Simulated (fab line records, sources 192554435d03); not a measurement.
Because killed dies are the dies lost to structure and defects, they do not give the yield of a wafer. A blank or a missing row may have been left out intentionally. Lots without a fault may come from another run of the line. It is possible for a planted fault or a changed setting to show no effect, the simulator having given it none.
Lot-split experiment ; flow n5_finfet ; on a route of 1938 steps: 7 lots, 21 wafers read

THE SPLIT ITSELF
At N5_BEOL_M11_PECVD_70 (deposits SiO2 from TEOS/O2, target thk 20 nm, time 22.7 s), the setting time_s was moved away from the recipe's 22.7 s on 8 of the 21 wafers read, by -11.9% to +13.6%. The other wafers ran this setting at the recipe's value.

FROM THE SPLIT TO THE READING: what the file shows between them, 4 steps
- N5_BEOL_M11_HM_DEP_02: deposits TiN, target thk 20 nm
- N5_BEOL_M11_COAT_59: time 60 s, resist thk 100 nm
- N5_BEOL_M11_ECD_50: material Cu, target thk 318 nm
- N5_BEOL_M11_ANNEAL_51: time 90 s

THE READING
barrier_field_endpoint_s, in s, at N5_BEOL_M11_CMP_52 (polishes, stops on SiCOH lowk, t overpolish 7 s, target thk 140 nm). Typical for fault-free wafers on this fab line: 28.6 s, with standard deviation 0.62 s.

wafer;tool, chamber at the split;time_s as run, s;against the recipe;barrier_field_endpoint_s, s;against lot-mates on the recipe
L077.4;pecvd-02, 0;25.22;+11.1%;30.5;+1.6
L077.3;pecvd-02, 0;25.22;+11.1%;30.3;+1.4
L077.2;pecvd-02, 2;22.7;recipe;28.9;-
L078.2;pecvd-03, 2;22.7;recipe;28.5;-
L078.6;pecvd-03, 2;19.99;-11.9%;26.6;-2.0
L078.5;pecvd-03, 1;22.7;recipe;28.7;-
L082.2;pecvd-01, 2,1;22.7;recipe;29.6;-
L082.1;pecvd-01, 1;24.25;+6.8%;29.4;-0.3
L082.5;pecvd-01, 2,1;22.7;recipe;29.8;-
L089.2;pecvd-02, 0;20.73;-8.7%;26.2;no lot-mate on the recipe
L089.4;pecvd-02, 2,0;20.73;-8.7%;25.6;no lot-mate on the recipe
L089.3;pecvd-02, 2,0;20.73;-8.7%;25.7;no lot-mate on the recipe
L088.4;pecvd-02, 2;22.7;recipe;29.1;-
L088.1;pecvd-02, 0,2;22.7;recipe;28.4;-
L088.3;pecvd-02, 0,2;22.7;recipe;29.3;-
L096.1;pecvd-02, 1;22.7;recipe;28.3;-
L096.2;pecvd-02, 0;22.7;recipe;27.7;-
L096.3;pecvd-02, 2;22.7;recipe;28.1;-
L094.1;pecvd-03, 1;25.78;+13.6%;31.8;+2.2
L094.2;pecvd-03, 2;22.7;recipe;29.7;-
L094.3;pecvd-03, 0;22.7;recipe;29.6;-
Where a row lists several chambers, the file gives one row for several wafers and doesn't say which wafer went through which chamber.

FIT RESULTS
A straight line over all 21 wafers: barrier_field_endpoint_s changes by +0.218 s for each +1% of time_s; r = +0.89; the points scatter about the line by 0.76 s.
The same after taking each lot's own level away (the mean of its wafers on the recipe; 18 wafers): +0.14 s for each +1%; r = +0.91; scatter 0.38 s.
The reading moves by 1.9 s for the largest change in time_s, on that fit.
Across the lots, their own levels run from 28.03 to 29.70 s, a range of 2.7 times the standard deviation given above.
So the lot-to-lot level changes the slope: the two fits differ.
Check: for one of the wafers moved furthest among these (+13.6%), held out of the fit, the line's prediction against its lot-mates is +1.68 s. Against them it came out at +2.15 s.

THE OTHER SPLITS THESE WAFERS WENT THROUGH
These wafers also went through other splits before the reading. Each is held against what the fit with the lots' levels taken away leaves over:
other split on the same wafers;wafers away from the commonest value;r with barrier_field_endpoint_s (lot level and that fit taken away)
N5_BEOL_M8_CURE_75 time_s;4;+0.06
N5_BEOL_M9_TRENCH_ETCH_37 source_w;8;+0.02
N5_BEOL_M10_COAT_22 spin_rpm;8;+0.31
N5_BEOL_M10_PEB_26 peb_time_s;9;+0.15

THE WHOLE CHAIN: every reading that the file lists as answering this split, in the file's order
step;what it does;reading;change (the file's fit);r (the file's)
N5_BEOL_M11_PECVD_70;deposits SiO2 from TEOS/O2, target thk 20 nm, time 22.7 s;SiO2_of_BEOL_M11_PECVD_70.thk_nm (the simulator's own value, which no gauge read);+0.174 nm for each +1% of the setting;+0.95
N5_BEOL_M11_CMP_52;polishes, stops on SiCOH lowk, t overpolish 7 s, target thk 140 nm;barrier_field_endpoint_s;+0.135 s for each +1% of the setting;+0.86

THE FILE'S OWN FIT
barrier_field_endpoint_s changes by +0.135 s for each +1% of time_s, r = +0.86.
